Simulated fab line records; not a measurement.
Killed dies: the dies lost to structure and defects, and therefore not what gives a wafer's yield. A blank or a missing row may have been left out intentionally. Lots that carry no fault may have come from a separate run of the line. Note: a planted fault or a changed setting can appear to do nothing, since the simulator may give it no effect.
Struck lot and sound lot, side by side -- flow n5-finfet -- 36 steps out of a route of 1938
Sound: these wafers, L449.2, L449.3, L449.6. Wafers struck: L436.2, L436.4, L436.5. Last of all comes the cause.
Order at every step that has rows: each side's tool, ch and its chambers, its first start. Under that, the readings that differ: sound wafers -- struck wafers -- difference of the means -- sigmas: that difference in standard deviations of wafers without a fault.
alike: same words and numbers on both sides, and readings whose means sit less than 2 such deviations apart. not compared: any withheld reading, any reading some wafer has no value for, any bound like >300 that may hide the same value, and any number with overlapping values for which the record gives no deviation.
A row with sigmas, a row that says differs or no value, or rows on one side alone: a step with any of these is where the two part. Numbers that have no deviation but don't overlap get no sigmas and don't part them. Lack of a reading on every wafer of one side parts them only where that side has two or more wafers.

first, 9 steps without rows for these wafers: N5_BEOL_M4_ANNEAL_95 (time 240 s); N5_BEOL_M4_SPUTTER_96 (material Cu, target thk 4.5 nm, time 8.29 s); N5_BEOL_M4_ECD_50 (material Cu, target thk 300 nm); N5_BEOL_M4_ANNEAL_51 (time 90 s); N5_BEOL_M4_CMP_52 (polishes, stops on SiOC, t overpolish 6.8 s, target thk 40 nm); N5_BEOL_M4_PRE_CLEAN_60 (time 15 s); N5_BEOL_M4_CO_CAP_55 (material Co, precursor CCTBA/H2, target thk 2 nm, time 102.1 s); N5_BEOL_M4_PRE_CLEAN_56 (time 15 s); N5_BEOL_M4_DEP_57 (deposits SiCN from 3MS/NH3, target thk 8 nm, time 14 s).
N5_BEOL_M4_RC_MEAS_101:
  sound on prober-02 ch 0, day 12 17:16; struck on prober-01 ch 0, day 9 09:42
reading,sound,struck,difference,sigmas
ION_N (uA/um),669 660 644,677 684 683,+24,+3
ION_P (uA/um),453 451 440,462 468 464,+17,+3
VT_N (mV),254.0 250.3 256.4,248.6 248.2 246.7,-5.7,-2
VT_P (mV),-258.1 -253.6 -258.1,-252.0 -249.6 -250.1,+6.0,+2
  alike: DIBL_N, DIBL_P, IOFF_N, IOFF_P, SS_N, SS_P
then, 24 steps without rows for these wafers: N5_BEOL_M5_ILD_DEP_00 (deposits SiCOH lowk from DEMS/porogen, target thk 140.64 nm, time 25.9 s); N5_BEOL_M5_CURE_79 (cures SiCOH lowk, time 240 s); N5_BEOL_M5_PECVD_70 (deposits SiO2 from TEOS/O2, target thk 16 nm, time 18 s); N5_BEOL_M5_HM_DEP_02 (deposits TiN, target thk 20 nm); N5_BEOL_M5_COAT_59 (time 60 s, resist thk 60 nm); N5_BEOL_M5_COAT_60 (time 60 s, resist thk 12 nm); N5_BEOL_M5_COAT_71 (time 60 s, resist thk 5 nm); N5_BEOL_M5_COAT_05 (resist thk 30 nm); N5_BEOL_M5_EBR_07; N5_BEOL_M5_SOFTBAKE_06 (time 60 s); N5_BEOL_M5_EXPOSE_08 (exposes mask M5, target cd 28 nm); N5_BEOL_M5_PEB_09 (peb time 60 s); N5_BEOL_M5_DEVELOP_10 (develop time 30 s); N5_BEOL_M5_DESCUM_16 (chemistry O2, time 7 s); N5_BEOL_M5_ETCH_72 (etches underlayer in N2/H2, target depth 6.5 nm, time 5.2 s); N5_BEOL_M5_ETCH_61 (etches SiARC in CF4, target depth 15.6 nm, time 26 s); N5_BEOL_M5_ETCH_62 (etches SOC in N2/H2, target depth 75 nm, overetch 15 nm, time 112.5 s); N5_BEOL_M5_STRIP_63 (strips in N2/H2); N5_BEOL_M5_STRIP_73 (strips in N2/H2); N5_BEOL_M5_STRIP_64 (strips in CF4); N5_BEOL_M5_HM_OPEN_17 (chemistry Cl2/BCl3, target TiN, target depth 20 nm, overetch 6 nm); N5_BEOL_M5_STRIP_19 (strips in O2); N5_BEOL_M5_COAT_65 (time 60 s, resist thk 60 nm); N5_BEOL_M5_COAT_66 (time 60 s, resist thk 12 nm).
-- a jump in the record: the struck wafers' starts before and after are 2 days apart (it breaks off in module BEOL_M5 and resumes in module BEOL_M11, where the first step shown is number 1579 of the route) --
N5_BEOL_M11_ETCH_41: etches SiCN in CH3F/O2, target depth 42.6 nm, time 86 s.
  sound on rie-diel-01 ch 0,1,3, day 15 10:10; struck on rie-diel-03 ch 0,3, day 11 19:58
  no value came back on the struck wafers for any of 7 readings (CH3F_flow_sccm (sccm), O2_flow_sccm (sccm) and others); on the sound wafers CH3F_flow_sccm (sccm) reads 30.08 29.90 30.13
  not compared: rf-hours-counter-h
N5_PASSIVATION_PROBE_49:
  record: rows for the struck wafers here (prober-02, day 13 15:37), none for the sound ones

== WHERE THEY PART ==
At N5_BEOL_M4_RC_MEAS_101 first; at N5_PASSIVATION_PROBE_49 last (within this record only).

WHY: whatever the simulator had introduced
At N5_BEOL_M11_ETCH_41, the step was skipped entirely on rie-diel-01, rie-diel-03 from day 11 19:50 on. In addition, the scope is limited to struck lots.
